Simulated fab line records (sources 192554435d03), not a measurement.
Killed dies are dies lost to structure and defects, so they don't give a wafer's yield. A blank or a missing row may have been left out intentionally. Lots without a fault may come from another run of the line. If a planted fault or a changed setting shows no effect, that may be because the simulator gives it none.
Chamber matching / flow n5 finfet / 4 sister chambers for N5_FIN_SAQP_MANDREL_ETCH_58 on rie si-05
The step etches a-Si in HBr/Cl2, stops on SiNx, target depth 45 nm, bt time 10 s, time 27 s. 8 wafers are shown with their chamber, then 7 later ones without.

== WAFERS, EACH WITH ITS CHAMBER ==
wafer=L074.1; chamber=0; drypump motor current A (A)=5.4; throttle valve pct (%)=35.77
wafer=L074.5; chamber=3; drypump motor current A (A)=5.3; throttle valve pct (%)=35.84
wafer=L075.1; chamber=0; drypump motor current A (A)=5.4; throttle valve pct (%)=35.77
wafer=L079.4; chamber=1; drypump motor current A (A)=5.5; throttle valve pct (%)=35.73
wafer=L079.5; chamber=2; drypump motor current A (A)=5.6; throttle valve pct (%)=35.66
wafer=L079.6; chamber=3; drypump motor current A (A)=5.3; throttle valve pct (%)=35.80
wafer=L080.2; chamber=2; drypump motor current A (A)=5.6; throttle valve pct (%)=35.69
wafer=L080.3; chamber=1; drypump motor current A (A)=5.4; throttle valve pct (%)=35.76

== WAFERS WHOSE CHAMBER IS MISSING ==
wafer=L080.6; drypump motor current A (A)=5.6; throttle valve pct (%)=35.68
wafer=L082.1; drypump motor current A (A)=5.4; throttle valve pct (%)=35.82
wafer=L082.5; drypump motor current A (A)=5.4; throttle valve pct (%)=35.76
wafer=L082.6; drypump motor current A (A)=5.6; throttle valve pct (%)=35.69
wafer=L083.1; drypump motor current A (A)=5.4; throttle valve pct (%)=35.77
wafer=L083.4; drypump motor current A (A)=5.4; throttle valve pct (%)=35.81
wafer=L083.6; drypump motor current A (A)=5.4; throttle valve pct (%)=35.74

== EACH ONE'S CHAMBER ==
wafer=L080.6; from the rows above=2; in truth=2
wafer=L082.1; from the rows above=can't be placed: 0 or 3 or 1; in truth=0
wafer=L082.5; from the rows above=can't be placed: 0 or 1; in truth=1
wafer=L082.6; from the rows above=2; in truth=2
wafer=L083.1; from the rows above=can't be placed: 0 or 1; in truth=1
wafer=L083.4; from the rows above=can't be placed: 0 or 3 or 1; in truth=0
wafer=L083.6; from the rows above=can't be placed: 1 or 0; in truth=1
Correct placement for 2 of the 7. Not placeable from these rows: 5 (in 5, the candidates include the true chamber). Wrongly placed: 0.
How it was worked out, from the rows above alone: a wafer's distance from a chamber is the root of the sum, over the readings, of the square of ((its reading less the chamber's mean) divided by the reading's scatter). If the next closest chamber is less than 2 further off than the closest, the wafer can't be placed; otherwise it belongs to the closest. Each chamber's mean is taken over the wafers shown for it. The scatter: take each reading less its chamber's mean, square it, sum over the shown wafers, divide by the number of wafers less the number of chambers, and take the root.
